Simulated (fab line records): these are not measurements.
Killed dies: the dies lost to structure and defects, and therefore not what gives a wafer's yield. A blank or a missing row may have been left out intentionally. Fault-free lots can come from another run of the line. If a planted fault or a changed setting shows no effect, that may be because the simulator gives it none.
Matching of chambers -- flow n5_finfet -- N5_BEOL_M2_ETCH_70 on rie_diel-02: 4 sister chambers
The step etches SOC in N2/H2, target depth 80 nm, overetch 24 nm, time 130 s. 16 wafers are shown with their chamber, then 8 later ones without.

== WAFERS PAIRED WITH THEIR CHAMBERS ==
wafer,chamber,showerhead_plenum_p_Torr (Torr),throttle_valve_pct (%),oes_product_au (a.u.)
L927.2,2,2.57,17.8,0.58
L927.4,3,2.50,17.9,0.53
L927.6,1,2.67,17.3,0.61
L928.1,2,2.57,17.8,0.58
L928.2,1,2.67,17.3,0.61
L928.4,0,2.53,17.7,0.58
L929.1,2,2.57,17.8,0.58
L929.3,3,2.50,17.9,0.54
L929.6,1,2.67,17.3,0.61
L934.2,2,2.56,17.8,0.57
L934.4,1,2.67,17.3,0.60
L934.5,3,2.50,17.9,0.52
L935.1,0,2.53,17.8,0.57
L935.3,1,2.67,17.3,0.60
L935.5,2,2.56,17.8,0.57
L943.1,3,2.49,17.9,0.52

SIGNATURES (means of the wafers above)
reading,chamber 0,chamber 1,chamber 2,chamber 3,scatter within a chamber
showerhead_plenum_p_Torr,2.5300,2.6700,2.5660,2.4975,0.00403
throttle_valve_pct,17.750,17.300,17.800,17.900,0.0204
oes_product_au,0.5750,0.6060,0.5760,0.5275,0.00686
Rule: for a wafer and a chamber, the distance is found by dividing, reading by reading, the gap between the wafer's reading and the chamber's mean by the reading's scatter, squaring, summing and taking the root. If the next closest chamber is less than 2 further off than the closest, the wafer can't be placed; otherwise it belongs to the closest. The scatter: take each reading less its chamber's mean, square it, sum over the shown wafers, divide by the number of wafers less the number of chambers, and take the root.

== WAFERS MISSING THEIR CHAMBER ==
wafer,showerhead_plenum_p_Torr (Torr),throttle_valve_pct (%),oes_product_au (a.u.)
L943.4,2.55,17.9,0.56
L943.6,2.52,17.8,0.56
L945.2,2.55,17.9,0.55
L945.4,2.49,17.9,0.51
L945.6,2.55,17.9,0.55
L946.1,2.65,17.4,0.57
L946.5,2.49,18.0,0.51
L946.6,2.65,17.4,0.58

== WHICH CHAMBER EACH WENT THROUGH ==
wafer,from the rows above,in truth
L943.4,2,2
L943.6,0,0
L945.2,2,2
L945.4,3,3
L945.6,2,2
L946.1,1,1
L946.5,3,3
L946.6,1,1
8 of 8 placed correctly. From these rows, 0 cannot be placed. 0 placed wrongly.
